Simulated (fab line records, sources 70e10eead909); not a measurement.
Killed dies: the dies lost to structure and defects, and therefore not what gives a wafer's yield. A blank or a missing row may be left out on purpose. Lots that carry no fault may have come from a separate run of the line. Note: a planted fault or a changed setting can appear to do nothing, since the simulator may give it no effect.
Which tool did it?	flow nand harc	12 lots with 36 wafers sampled at 5 steps, on a route of 1302 steps

== WHAT EACH GAUGE READ, for each wafer ==
NHARC_END_SORT_01. Usual: killed at array 58, standard deviation 20; killed at other 0.9, standard deviation 1.4; killed at periphery 4, standard deviation 3.1; killed dies 63, standard deviation 20; killed open 3.3, standard deviation 1.8; killed short 2.4, standard deviation 1.5.
lot	measured	on	killed at array	killed at other	killed at periphery	killed dies	killed open	killed short	flag
L700	day 34 05:34	prober-01	50 44 54	1 0 0	2 1 0	53 45 54	5 2 1	2 4 3	

== EACH LOT AND THE TOOL THAT RAN IT (in order: tool; ch and the chambers of the sampled wafers; start) ==
lot	NHARC_A_STAIRCASE_TRIM_226	NHARC_A_STAIRCASE_TRIM_233	NHARC_A_STAIRCASE_ETCH_234	NHARC_A_STAIRCASE_HM_DEP_456
L681	rie diel-06 ch 0,2,3, day 17 07:19 or earlier	rie diel-06 ch 0,1,3, day 17 07:19 or earlier	rie diel-06 ch 0,1,2, day 17 07:19 or earlier	acl dep-02 ch 0, day 17 07:19
L682	rie diel-13 ch 0,2,3, day 17 09:18 or earlier	rie diel-13 ch 0,1, day 17 09:18 or earlier	rie diel-13 ch 1,2,3, day 17 09:18 or earlier	acl dep-01 ch 0, day 17 09:18
L680	rie diel-06 ch 2,3, day 17 09:28 or earlier	rie diel-13 ch 1,2, day 17 09:28 or earlier	rie diel-13 ch 2,3, day 17 09:28 or earlier	acl dep-02 ch 0, day 17 09:28
L683	rie diel-06 ch 0,2,3, day 17 20:46 or earlier	rie diel-06 ch 1,2,3, day 17 20:46 or earlier	rie diel-06 ch 1,2,3, day 17 20:46 or earlier	acl dep-03 ch 0, day 17 20:46
L684	rie diel-01 ch 0,1,3, day 18 06:38 or earlier	rie diel-01 ch 0,1,2, day 18 06:38 or earlier	rie diel-01 ch 0,1,3, day 18 06:38 or earlier	acl dep-02 ch 0, day 18 06:38 and acl dep-01 ch 0, day 18 09:02
L685	rie diel-01 ch 0,1,3, day 18 18:47 or earlier	rie diel-01 ch 0,2,3, day 18 18:47 or earlier	rie diel-01 ch 0,2,3, day 18 18:47 or earlier	acl dep-03 ch 0, day 18 18:47
L694	rie diel-01 ch 1,3, day 22 12:38 or earlier	rie diel-01 ch 1,2,3, day 22 12:38 or earlier	rie diel-01 ch 0,2,3, day 22 12:38 or earlier	acl dep-03 ch 0, day 22 12:38
L696	rie diel-01 ch 0,1,3, day 23 06:07 or earlier	rie diel-06 ch 2,3, day 23 06:07 or earlier	rie diel-06 ch 0,1,2, day 23 06:07 or earlier	acl dep-02 ch 0, day 23 06:07
L698	rie diel-13 ch 0,1,2, day 24 05:50 or earlier	rie diel-13 ch 0,2,3, day 24 05:50 or earlier	rie diel-13 ch 0,1,2, day 24 05:50 or earlier	acl dep-02 ch 0, day 24 05:50
L697	rie diel-01 ch 1,2, day 24 11:31 or earlier	rie diel-06 ch 1,2, day 24 11:31 or earlier	rie diel-06 ch 2,3, day 24 11:31 or earlier	acl dep-02 ch 0, day 24 11:31
L701	rie diel-01 ch 0,1,3, day 25 16:52 or earlier	rie diel-13 ch 1,3, day 25 16:52 or earlier	rie diel-13 ch 0,1, day 25 16:52 or earlier	acl dep-02 ch 0, day 25 16:52
L700	rie diel-13 ch 0,1, day 25 20:37 or earlier	rie diel-13 ch 0,3, day 25 20:37 or earlier	rie diel-13 ch 2,3, day 25 20:37 or earlier	acl dep-02 ch 0, day 25 20:37
- NHARC_A_STAIRCASE_TRIM_226: chemistry O2, time 211.2 s.
- NHARC_A_STAIRCASE_TRIM_233: chemistry O2, time 211.2 s.
- NHARC_A_STAIRCASE_ETCH_234: etches the open film in C4F8/O2, target depth 100 nm, time 40.5 s.
- NHARC_A_STAIRCASE_HM_DEP_456: deposits aC, target thk 3100 nm.

== AS READ BY THE TOOLS THEMSELVES (means over the sampled wafers that have a number; for cases with no such wafer, the mark the record gives instead) ==
NHARC_A_STAIRCASE_TRIM_226. Usual: drypump motor current A 5.8 A, standard deviation 0.44; oes product au 1.001 a.u., standard deviation 0.0078; rf vpp V 57.8 V, standard deviation 0.96; showerhead plenum p Torr 3.54 Torr, standard deviation 0.18; throttle valve pct 17.036 %, standard deviation 0.0097.
lot	tool	drypump motor current A (A)	oes product au (a.u.)	rf vpp V (V)	showerhead plenum p Torr (Torr)	throttle valve pct (%)	flag
L681	rie diel-06	5.7	1.011	58.2	3.48	17.034	
L682	rie diel-13	6.0	1.004	58.2	3.69	17.036	
L680	rie diel-06	5.4	1.014	57.6	3.40	17.037	
L683	rie diel-06	5.7	1.018	57.5	3.47	17.042	
L684	rie diel-01	5.9	0.998	57.2	3.49	17.035	
L685	rie diel-01	5.8	0.997	58.4	3.49	17.027	
L694	rie diel-01	6.3	1.001	57.9	3.35	17.042	
L696	rie diel-01	5.9	0.992	58.2	3.47	17.036	
L698	rie diel-13	5.8	1.007	57.9	3.58	17.040	
L697	rie diel-01	5.7	0.995	56.8	3.42	17.041	
L701	rie diel-01	5.9	0.995	57.7	3.64	17.047	
L700	rie diel-13	5.5	1.007	57.8	3.63	17.033	

NHARC_A_STAIRCASE_TRIM_233. Usual: drypump motor current A 5.8 A, standard deviation 0.43; oes product au 1.002 a.u., standard deviation 0.0084; rf vpp V 57.7 V, standard deviation 0.93; showerhead plenum p Torr 3.55 Torr, standard deviation 0.17; throttle valve pct 17.037 %, standard deviation 0.0088.
lot	tool	drypump motor current A (A)	oes product au (a.u.)	rf vpp V (V)	showerhead plenum p Torr (Torr)	throttle valve pct (%)	flag
L681	rie diel-06	5.9	1.013	58.1	3.45	17.031	
L682	rie diel-13	5.5	0.993	57.9	3.67	17.043	
L680	rie diel-13	5.8	1.004	57.3	3.49	17.029	
L683	rie diel-06	5.5	1.007	57.4	3.36	17.028	
L684	rie diel-01	5.6	1.000	57.6	3.60	17.038	
L685	rie diel-01	5.9	1.000	58.5	3.63	17.039	
L694	rie diel-01	6.0	0.997	56.8	3.46	17.043	
L696	rie diel-06	5.4	1.007	57.8	3.37	17.035	
L698	rie diel-13	6.0	1.000	57.6	3.66	17.031	
L697	rie diel-06	5.7	1.000	57.8	3.64	17.039	
L701	rie diel-13	6.1	1.003	58.7	3.53	17.033	
L700	rie diel-13	5.7	1.009	57.9	3.71	17.041	

NHARC_A_STAIRCASE_ETCH_234. Usual: oes product au 0.946 a.u., standard deviation 0.0095; rf fwd power W 592.2 W, standard deviation 2.7; rf vpp V 897 V, standard deviation 6.3.
lot	tool	oes product au (a.u.)	rf fwd power W (W)	rf vpp V (V)	flag
L681	rie diel-06	0.949	594.3	893	
L682	rie diel-13	0.939	592.4	898	
L680	rie diel-13	0.927	589.7	901	
L683	rie diel-06	0.950	592.1	889	
L684	rie diel-01	0.946	590.4	894	
L685	rie diel-01	0.948	592.3	900	
L694	rie diel-01	0.937	590.3	898	
L696	rie diel-06	0.959	594.3	898	
L698	rie diel-13	0.945	591.7	898	
L697	rie diel-06	0.953	592.7	889	
L701	rie diel-13	0.948	594.3	895	
L700	rie diel-13	0.939	592.1	899	

NHARC_A_STAIRCASE_HM_DEP_456. Usual: throttle valve pct reads 35.001 % (standard deviation 0.0095).
lot	tool	throttle valve pct (%)	flag
L681	acl dep-02	34.997	
L682	acl dep-01	35.004	
L680	acl dep-02	35.013	
L683	acl dep-03	35.000	
L684	acl dep-02/acl dep-01	35.008	
L685	acl dep-03	34.998	
L694	acl dep-03	35.006	
L696	acl dep-02	35.000	
L698	acl dep-02	34.995	
L697	acl dep-02	34.996	
L701	acl dep-02	34.992	
L700	acl dep-02	35.002	

== THE ANSWER, worked out from the rows above alone ==
Rule: a lot is off if the mean of its wafers that have a number lies more than 3 standard deviations from the usual mean. Also off: a lot with no number at a reading for which 4 or more lots have one. All remaining lots with rows at the step are treated as sound. The gauges are gone through in route order, then the tools' own readings, and for those a lot's mean is taken as printed above. At the first step where some lot is off, the reading lying furthest off is the one used; lots without a number count as furthest.
Nothing can be told from this: no lot is off at any reading shown.

== WHAT THE SIMULATOR HAD INSERTED ==
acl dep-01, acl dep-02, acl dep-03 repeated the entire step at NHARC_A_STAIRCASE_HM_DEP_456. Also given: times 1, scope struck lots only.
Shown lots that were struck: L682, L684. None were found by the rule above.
